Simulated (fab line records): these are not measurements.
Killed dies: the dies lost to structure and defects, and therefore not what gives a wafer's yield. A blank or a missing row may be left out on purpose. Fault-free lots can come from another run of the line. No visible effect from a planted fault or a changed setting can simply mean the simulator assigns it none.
Matching of chambers :: flow nand_harc :: 4 sister chambers for NHARC_P_CONTACT_CMP_01 on cmp-04
The step polishes SiO2, target thk 200 nm. 7 wafers are shown with their chamber, then 7 later ones without.

## WAFERS PAIRED WITH THEIR CHAMBERS
wafer: L080.6
chamber: 3
motor_current_A (A): 11.4
slurry_filter_dp_kPa (kPa): 13.36

wafer: L082.3
chamber: 0
motor_current_A (A): 11.3
slurry_filter_dp_kPa (kPa): 13.69

wafer: L083.1
chamber: 3
motor_current_A (A): 11.5
slurry_filter_dp_kPa (kPa): 13.71

wafer: L083.3
chamber: 2
motor_current_A (A): 12.1
slurry_filter_dp_kPa (kPa): 13.70

wafer: L083.5
chamber: 0
motor_current_A (A): 11.8
slurry_filter_dp_kPa (kPa): 13.47

wafer: L087.1
chamber: 2
motor_current_A (A): 11.2
slurry_filter_dp_kPa (kPa): 13.55

wafer: L087.2
chamber: 1
motor_current_A (A): 10.7
slurry_filter_dp_kPa (kPa): 13.41

## WAFERS WITHOUT THEIR CHAMBER
wafer: L087.5
motor_current_A (A): 11.8
slurry_filter_dp_kPa (kPa): 13.37

wafer: L091.3
motor_current_A (A): 10.7
slurry_filter_dp_kPa (kPa): 13.51

wafer: L091.5
motor_current_A (A): 12.2
slurry_filter_dp_kPa (kPa): 13.42

wafer: L091.6
motor_current_A (A): 10.9
slurry_filter_dp_kPa (kPa): 13.61

wafer: L097.2
motor_current_A (A): 11.8
slurry_filter_dp_kPa (kPa): 13.47

wafer: L097.3
motor_current_A (A): 10.8
slurry_filter_dp_kPa (kPa): 13.51

wafer: L097.6
motor_current_A (A): 11.6
slurry_filter_dp_kPa (kPa): 13.48

## THE CHAMBER EACH PASSED THROUGH
wafer: L087.5
from the rows above: can't be placed: 3 or 0 or 2 or 1
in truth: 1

wafer: L091.3
from the rows above: can't be placed: 1 or 3 or 0 or 2
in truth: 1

wafer: L091.5
from the rows above: can't be placed: 2 or 0 or 3 or 1
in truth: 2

wafer: L091.6
from the rows above: can't be placed: 1 or 3 or 0 or 2
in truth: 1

wafer: L097.2
from the rows above: can't be placed: 0 or 3 or 2 or 1
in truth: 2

wafer: L097.3
from the rows above: can't be placed: 1 or 3 or 0 or 2
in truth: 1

wafer: L097.6
from the rows above: can't be placed: 3 or 0 or 2 or 1
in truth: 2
0 of 7 placed correctly. Cannot be placed on the basis of these rows: 7; the candidates contain the true chamber in 7. 0 placed wrongly.
How it was worked out, from the rows above alone: a wafer's distance from a chamber is the root of the sum, over the readings, of the square of ((its reading less the chamber's mean) divided by the reading's scatter). The wafer belongs to the nearest chamber; if the next one is less than 2 further off, it can't be placed. Each chamber's mean is taken over the wafers shown for it. The scatter: the root of (the sum of the squares of (reading less its chamber's mean) over the shown wafers, divided by (wafers less chambers)).
